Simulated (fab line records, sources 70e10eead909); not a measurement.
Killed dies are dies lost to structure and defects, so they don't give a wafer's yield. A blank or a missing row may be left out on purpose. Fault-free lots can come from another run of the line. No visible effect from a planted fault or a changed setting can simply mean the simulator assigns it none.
fab line records	flow nand_harc
[record] lots = 7	wafers = 21	last_day = 24
route steps=1159 shown A_BLC@968
lots with no fault: from the same line, run without faults
start_h: hours from the record's opening day to when the first of the lot's shown wafers began	wait_h: hours elapsed since this lot's preceding step	" repeats the value in the row above	L1.1+2: a single row standing in for several wafers	- value missing, or start not given	* or withheld: withheld	< > ~ a bound
route shown NAME@n: names a module that has steps shown in the file, with the first one's number in the route	usual: mean/standard deviation taken from wafers without a fault	same: alike in all rows	chamber/n: place in a boat	sites: each site's reading	_std_site: the values' standard deviation	_edge_site: mean of outer sites minus mean of inner sites	radius_mm: for every site, how far away it sits from the centre of the wafer	mask NAME#n: copy n	behind: the most recent tool/chamber to have shaped the wafer	hold: why the lot went on hold/how many hours it stayed there/how the hold came to an end	device: which transistor (n, p or np) failed to switch	end of line: at the end of the route, the tests of the same wafers	a step given without rows: its recipe and nothing more	killed: not the wafer's yield, but the dies lost to structure and defects at the first sort	map: per-die view of a wafer (x killed, . not killed, _ where there is no die)
set.NAME: the setting that was run; set.NAME@STEP: the one run at that earlier step	model.NAME: the simulator's own value behind a step, which no gauge read
a table for each step, a row for each wafer; lots at some steps of the route
services: when a tool's chamber went out of use (start_h, in hours from the record's first day, below 0 if earlier), for how many hours, and the reason
[[steps]]
[step NHARC_A_BLC_COAT_04]
[recipe] spin_rpm = 1500	resist_thk_nm = 90
[step NHARC_A_BLC_SOFTBAKE_05]
[recipe] temp_c = 105	time_s = 55
[step NHARC_A_BLC_EBR_06]
[step NHARC_A_BLC_EXPOSE_07]
[recipe] na = 1.35	target_cd_nm = 100	dose_mj = 67.97	mask_id = A_BLC
[step NHARC_A_BLC_PEB_08]
[recipe] peb_temp_c = 100	peb_time_s = 65
[step NHARC_A_BLC_DEVELOP_09]
[recipe] develop_time_s = 35	dev_temp_c = 23
[step NHARC_A_BLC_CD_MEAS_10]
[recipe] target_cd_nm = 100	landing_energy_ev = 500
[usual] cd_nm = 99.9/0.93
lot.wafer	tool	chamber	start_h	wait_h	cd_nm
L722.2	cd_sem-03	0	404.10	-	101.1
L722.3	"	0	"	"	100.0
L722.5	"	0	"	"	99.9
L726.1	cd_sem-03	0	404.51	-	100.5
L726.4	"	0	"	"	100.7
L726.5	"	0	"	"	101.0
L736.1	cd_sem-03	0	475.52	-	100.2
L736.3	"	0	"	"	100.9
L736.4	"	0	"	"	99.5
L734.3	cd_sem-01	0	485.54	-	98.8
L734.4	"	0	"	"	100.3
L734.5	"	0	"	"	100.0
L737.3	cd_sem-02	0	486.28	-	97.7
L737.4	"	0	"	"	97.8
L737.5	"	0	"	"	97.9
L742.1	cd_sem-01	0	507.33	-	100.9
L742.4	"	0	"	"	99.0
L742.6	"	0	"	"	100.4
L743.2	cd_sem-03	0	512.85	-	99.9
L743.5	"	0	"	"	99.2
L743.6	"	0	"	"	98.6
[step NHARC_A_BLC_OVL_MEAS_11]
[usual] overlay_x_nm = 0.0/0.95	overlay_y_nm = 0.0/0.85
lot.wafer	tool	chamber	start_h	wait_h	overlay_x_nm	overlay_y_nm
L722.2	overlay-01	-	404.19	-	-1.0	-0.3
L722.3	"	-	"	"	-0.6	-0.1
L722.5	"	-	"	"	-0.4	-0.1
L726.1	overlay-01	-	404.60	-	1.2	-0.5
L726.4	"	-	"	"	1.2	-0.8
L726.5	"	-	"	"	1.1	-0.6
L736.1	overlay-01	-	475.61	-	-1.1	0.8
L736.3	"	-	"	"	-1.4	0.5
L736.4	"	-	"	"	-1.3	0.2
L734.3	overlay-02	-	485.62	-	1.2	-0.2
L734.4	"	-	"	"	0.6	0.1
L734.5	"	-	"	"	0.8	0.1
L737.3	overlay-02	-	486.37	-	0.3	-0.2
L737.4	"	-	"	"	0.1	-0.2
L737.5	"	-	"	"	0.3	-0.2
L742.1	overlay-01	-	507.42	-	0.0	1.1
L742.4	"	-	"	"	0.5	1.8
L742.6	"	-	"	"	0.0	1.4
L743.2	overlay-01	-	512.94	-	-0.2	-1.6
L743.5	"	-	"	"	0.0	-1.8
L743.6	"	-	"	"	-0.8	-2.0
[step NHARC_A_BLC_INSPECT_12]
[usual] raw_defect_count = 30/15
lot.wafer	tool	chamber	start_h	wait_h	raw_defect_count
L722.2	defect_inspect-01	-	404.22	0.0	34
L722.3	"	-	"	"	34
L722.5	"	-	"	"	31
L726.1	defect_inspect-01	-	404.63	0.0	5
L726.4	"	-	"	"	10
L726.5	"	-	"	"	19
L736.1	defect_inspect-02	-	475.64	0.0	15
L736.3	"	-	"	"	20
L736.4	"	-	"	"	14
L734.3	defect_inspect-02	-	485.66	0.0	38
L734.4	"	-	"	"	35
L734.5	"	-	"	"	20
L737.3	defect_inspect-02	-	486.40	0.0	36
L737.4	"	-	"	"	34
L737.5	"	-	"	"	40
L742.1	defect_inspect-02	-	507.45	0.0	51
L742.4	"	-	"	"	38
L742.6	"	-	"	"	44
L743.2	defect_inspect-01	-	513.00	0.1	30
L743.5	"	-	"	"	32
L743.6	"	-	"	"	37
[step NHARC_A_BLC_DESCUM_15]
[recipe] time_s = 3	o2_flow_sccm = 200	ar_flow_sccm = 0	bias_power_w = 0	chemistry = O2
[usual] drypump_motor_current_A = 5.9/0.32	o2_flow_sccm = 200.0/0.6	oes_product_au = 0.993/0.011	rf_vpp_V = 57.9/0.91	showerhead_plenum_p_Torr = 1.92/0.099	throttle_valve_pct = 11.313/0.0092
lot.wafer	tool	chamber	start_h	wait_h	drypump_motor_current_A	o2_flow_sccm	oes_product_au	rf_hours_counter_h	rf_vpp_V	showerhead_plenum_p_Torr	throttle_valve_pct
L722.3	rie_diel-02	3	404.30	0.1	6.0	199.4	0.990	7	56.2	2.00	11.303
L722.2	"	0	"	"	5.3	200.8	0.992	7	58.7	1.98	11.316
L722.5	"	2	"	"	5.9	200.8	1.010	-	58.3	1.81	11.302
L726.4	rie_diel-04	1	404.69	0.1	5.8	201.0	0.983	11	58.7	1.85	11.315
L726.1	"	3	"	"	5.6	199.8	1.001	12	59.7	2.00	11.313
L726.5	"	2	"	"	6.0	200.0	0.991	-	58.3	2.00	11.316
L736.1	rie_diel-04	0	475.70	0.1	5.9	199.5	0.972	0	58.0	2.04	11.303
L736.3	"	3	"	"	5.6	198.8	1.003	0	57.3	2.00	11.302
L736.4	"	3	"	"	5.6	199.0	0.998	-	58.8	2.00	11.306
L734.4	rie_diel-04	3	485.72	0.1	5.6	200.1	1.003	1	57.7	2.00	11.318
L734.3	"	2	"	"	6.0	199.3	0.991	1	59.5	2.00	11.324
L734.5	"	3	"	"	5.6	200.7	1.017	-	57.6	2.00	11.311
L737.3	rie_diel-02	3	486.47	0.1	6.1	201.1	0.993	15	58.4	2.00	11.310
L737.4	"	2	"	"	5.9	200.0	0.990	-	58.6	1.80	11.315
L737.5	"	0	"	"	5.3	200.6	0.984	-	58.4	1.98	11.316
L742.4	rie_diel-04	1	507.52	0.1	5.8	199.6	0.982	3	57.7	1.84	11.314
L742.1	"	2	"	"	6.0	199.7	0.990	4	57.3	2.00	11.313
L742.6	"	0	"	"	5.9	199.5	0.990	-	56.9	2.04	11.303
L743.2	rie_diel-04	0	513.07	0.1	5.9	201.0	1.000	4	58.2	2.04	11.325
L743.5	"	2	"	"	6.0	199.1	0.994	-	59.0	2.00	11.322
L743.6	"	3	"	"	5.6	200.8	1.002	-	58.6	1.99	11.319
[step NHARC_A_BLC_ETCH_16]
[recipe] target_depth_a = 390	over_etch_frac = 0.3	time_s = 65	ion_energy_ev = 80	cf4_flow_sccm = 150	ar_flow_sccm = 0	rf_w = 300	bias_w = 100	chemistry = CF4
[usual] bias_w = 100.01/0.3	cf4_flow_sccm = 150.0/0.44	drypump_motor_current_A = 5.9/0.35	oes_product_au = 0.992/0.012	rf_vpp_V = 151.4/1.4	showerhead_plenum_p_Torr = 1.78/0.084	throttle_valve_pct = 13.286/0.0093
lot.wafer	tool	chamber	start_h	wait_h	bias_w	cf4_flow_sccm	drypump_motor_current_A	oes_product_au	rf_hours_counter_h	rf_vpp_V	showerhead_plenum_p_Torr	throttle_valve_pct
L722.3	rie_diel-02	0	404.38	0.1	100.42	150.2	5.3	0.980	7	152.7	1.83	13.291
L722.2	"	1	"	"	99.74	150.4	6.5	0.997	7	149.0	1.65	13.296
L722.5	"	0	"	"	100.59	150.4	5.3	0.978	-	152.7	1.83	13.280
L726.1	rie_diel-04	2	404.78	0.1	99.65	149.7	6.0	0.988	12	153.1	1.85	13.283
L726.4	"	0	"	"	100.37	149.7	5.9	0.978	11	152.1	1.88	13.288
L726.5	"	2	"	"	99.49	150.0	6.0	0.987	-	151.4	1.85	13.283
L736.1	rie_diel-04	0	475.81	0.1	100.02	150.8	5.9	0.999	0	152.7	1.87	13.294
L736.3	"	2	"	"	100.19	150.1	6.0	0.998	0	152.9	1.84	13.295
L736.4	"	0	"	"	100.14	150.8	5.9	0.995	-	152.3	1.87	13.278
L734.4	rie_diel-04	1	485.81	0.1	99.82	150.2	5.7	0.986	0	150.1	1.71	13.280
L734.3	"	2	"	"	99.75	150.8	6.0	0.994	1	152.7	1.84	13.289
L734.5	"	3	"	"	99.77	150.1	5.6	1.000	-	151.5	1.84	13.292
L737.3	rie_diel-02	0	486.71	0.2	100.11	149.7	5.3	0.980	14	152.2	1.82	13.271
L737.5	"	3	"	"	99.49	149.6	6.1	0.986	-	153.5	1.84	13.279
L737.4	"	0	"	"	99.81	149.4	5.2	0.984	-	152.7	1.82	13.292
L742.1	rie_diel-04	0	507.61	0.1	99.63	151.2	5.9	0.991	4	152.5	1.87	13.278
L742.4	"	1	"	"	99.24	150.0	5.8	0.988	3	151.4	1.71	13.284
L742.6	"	2	"	"	99.64	150.5	6.0	0.994	-	151.9	1.84	13.289
L743.2	rie_diel-04	0	513.15	0.1	99.70	150.8	5.9	0.982	4	152.5	1.87	13.287
L743.5	"	3	"	"	100.20	149.3	5.6	1.004	-	151.3	1.84	13.294
L743.6	"	0	"	"	99.66	150.3	5.9	0.991	-	152.5	1.87	13.300
[step NHARC_A_BLC_ETCH_17]
[recipe] target_depth_a = 3900	over_etch_frac = 0.25	time_s = 609.38	ion_energy_ev = 200	n2_flow_sccm = 150	h2_flow_sccm = 150	ar_flow_sccm = 0	rf_w = 400	bias_w = 150	chemistry = N2/H2
[usual] bias_w = 150.0/0.45	chamber_pressure_mTorr = 30.005/0.027	drypump_motor_current_A = 5.9/0.33	oes_product_au = 0.992/0.012	rf_vpp_V = 431/3.1	showerhead_plenum_p_Torr = 2.06/0.11	throttle_valve_pct = 14.171/0.0086
lot.wafer	tool	chamber	start_h	wait_h	bias_w	chamber_pressure_mTorr	drypump_motor_current_A	oes_product_au	rf_hours_counter_h	rf_vpp_V	showerhead_plenum_p_Torr	throttle_valve_pct
L722.2	rie_diel-02	3	-	-	149.7	30.001	6.0	0.985	7	434	2.13	14.153
L722.3	"	1	"	"	150.3	29.974	6.5	1.001	7	426	1.89	14.167
L722.5	"	3	"	"	148.9	29.996	6.0	0.979	-	433	2.13	14.168
L726.4	rie_diel-04	3	-	-	149.7	30.023	5.6	1.014	12	433	2.13	14.152
L726.1	"	0	"	"	150.5	29.985	5.9	0.981	11	435	2.18	14.179
L726.5	"	0	"	"	150.4	30.010	5.9	0.983	-	434	2.18	14.183
L736.3	rie_diel-04	0	-	-	149.3	29.972	5.9	0.999	0	434	2.18	14.170
L736.1	"	2	"	"	150.4	30.026	6.0	1.001	0	433	2.13	14.168
L736.4	"	3	"	"	149.9	29.973	5.6	1.006	-	432	2.13	14.175
L734.4	rie_diel-04	2	-	-	151.3	30.046	6.0	0.994	1	433	2.13	14.162
L734.3	"	0	"	"	149.6	30.051	5.9	0.990	1	433	2.18	14.169
L734.5	"	1	"	"	150.0	30.003	5.8	0.962	-	431	1.96	14.167
L737.3	rie_diel-02	3	-	-	151.0	30.008	6.0	0.988	15	434	2.13	14.173
L737.4	"	2	"	"	149.5	30.016	5.9	0.999	-	426	1.92	14.168
L737.5	"	3	"	"	149.7	30.027	6.0	0.983	-	433	2.13	14.173
L742.1	rie_diel-04	0	-	-	149.7	29.976	5.9	0.990	4	435	2.17	14.169
L742.4	"	1	"	"	150.0	29.998	5.8	0.993	3	428	1.96	14.179
L742.6	"	3	"	"	150.0	30.035	5.6	1.015	-	434	2.13	14.160
L743.2	rie_diel-04	0	-	-	149.9	30.056	5.9	0.994	5	435	2.17	14.173
L743.5	"	3	"	"	150.9	30.036	5.6	1.009	-	433	2.13	14.173
L743.6	"	0	"	"	150.5	29.975	5.9	0.990	-	435	2.17	14.184
[step NHARC_A_BLC_ETCH_18]
[recipe] target_depth_a = 9100	c4f8_flow_sccm = 20	o2_flow_sccm = 10	ar_flow_sccm = withheld	rf_w = 600	bias_w = 1500	chemistry = C4F8/O2/Ar
[usual] bias_w = 1501/4.3	chamber_pressure_mTorr = 25.000/0.024	oes_product_au = 0.939/0.022	rf_vpp_V = 979/6.6
lot.wafer	tool	chamber	start_h	wait_h	bias_w	chamber_pressure_mTorr	oes_product_au	rf_hours_counter_h	rf_vpp_V
L722.3	rie_diel-02	2	404.93	-	1496	24.968	0.974	8	969
L722.2	"	3	"	"	1506	24.986	0.943	7	985
L722.5	"	2	"	"	1503	25.024	0.970	-	971
L726.1	rie_diel-04	3	405.38	-	1501	24.991	0.937	13	984
L726.4	"	0	"	"	1490	24.992	0.908	11	988
L726.5	"	1	"	"	1502	24.978	0.918	-	976
L736.1	rie_diel-04	3	476.43	-	-	-	-	-	-
L736.3	"	2	"	"	-	-	-	-	-
L736.4	"	3	"	"	-	-	-	-	-
L734.3	rie_diel-04	0	486.35	-	-	-	-	-	-
L734.4	"	2	"	"	-	-	-	-	-
L734.5	"	3	"	"	-	-	-	-	-
L737.3	rie_diel-02	3	487.37	-	-	-	-	-	-
L737.5	"	2	"	"	-	-	-	-	-
L737.4	"	0	"	"	-	-	-	-	-
L742.1	rie_diel-04	2	508.16	-	1502	24.950	0.944	4	984
L742.4	"	0	"	"	1500	24.981	0.945	4	985
L742.6	"	1	"	"	1501	25.001	0.945	-	972
L743.2	rie_diel-04	3	513.70	-	1502	25.000	0.960	5	983
L743.5	"	2	"	"	1504	25.026	0.951	-	984
L743.6	"	3	"	"	1496	25.009	0.961	-	985
[step NHARC_A_BLC_CD_MEAS_19]
[usual] cd_nm = 100.8/2.3
lot.wafer	tool	chamber	start_h	wait_h	cd_nm
L722.2	cd_sem-02	-	405.26	-	104.6
L722.3	"	-	"	"	102.0
L722.5	"	-	"	"	101.9
L726.1	cd_sem-03	-	405.68	-	101.4
L726.4	"	-	"	"	100.0
L726.5	"	-	"	"	101.4
L736.1	cd_sem-02	-	476.85	-	102.4
L736.3	"	-	"	"	101.0
L736.4	"	-	"	"	100.0
L734.3	cd_sem-01	-	486.69	-	98.0
L734.4	"	-	"	"	102.5
L734.5	"	-	"	"	100.0
L737.3	cd_sem-03	-	487.77	-	98.6
L737.4	"	-	"	"	99.1
L737.5	"	-	"	"	98.3
L742.1	cd_sem-03	-	508.48	-	101.9
L742.4	"	-	"	"	97.6
L742.6	"	-	"	"	101.8
L743.2	cd_sem-01	-	514.03	-	97.5
L743.5	"	-	"	"	100.9
L743.6	"	-	"	"	97.4
[[services]]
tool	chamber	start_h	hours	kind
rie_diel-04	0	388.92	2.6	repair
rie_diel-04	0	395.90	-	clean
rie_diel-04	1	395.90	-	clean
rie_diel-04	2	395.90	-	clean
rie_diel-04	3	395.90	-	clean
rie_diel-04	0	420.40	-	clean
rie_diel-04	1	420.40	-	clean
rie_diel-04	2	420.40	-	clean
rie_diel-04	3	420.40	-	clean
rie_diel-04	3	425.97	5.8	repair
rie_diel-02	0	427.68	8.7	repair
rie_diel-04	0	444.90	-	clean
rie_diel-04	1	444.90	-	clean
rie_diel-04	2	444.90	-	clean
rie_diel-04	3	444.90	-	clean
rie_diel-04	1	464.48	17.6	repair
rie_diel-04	-	465.90	9.0	pm
rie_diel-04	0	465.90	9.0	vent_cycle
rie_diel-04	2	465.90	9.0	vent_cycle
rie_diel-04	3	465.90	9.0	vent_cycle
rie_diel-04	0	474.90	-	clean
rie_diel-04	2	474.90	-	clean
rie_diel-02	1	484.85	4.3	repair
rie_diel-02	-	504.75	9.0	pm
[[key]]
[first_sign] step = NHARC_A_BLC_ETCH_18	reading = tool_record	direction = missing
effect none on later readings
met_at NHARC_A_BLC_ETCH_18
struck_wafers L734.3,L734.4,L734.5,L736.1,L736.3,L736.4,L737.3,L737.4,L737.5
later_rows_left_out L734.3,L734.4,L734.5,L736.1,L736.3,L736.4,L737.3,L737.4,L737.5
sort_left_out L734.3,L734.4,L734.5,L736.1,L736.3,L736.4,L737.3,L737.4,L737.5
tester_left_out L734,L736,L737
onset_between 405.38 476.43
[fault] kind = skipped_step_whole	tool = rie_diel-02,rie_diel-04	chamber = -	onset_h = 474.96	steps = NHARC_A_BLC_ETCH_18	scope = struck_lots_only
// tester_left_out: of these lots the tester's yield and bins aren't shown, on N5 and GAA mostly nor the transistor test; their killed dies are dies lost to structure and defects alone, not to doping, threshold or leakage, so they don't give the yield
// sort_left_out: the simulated sort isn't trusted on such a fault, so these wafers' sort isn't shown, and their yield isn't known
// later_rows_left_out: the simulator's readings of these wafers behind a module that went badly wrong aren't trusted and aren't shown, but for the sort
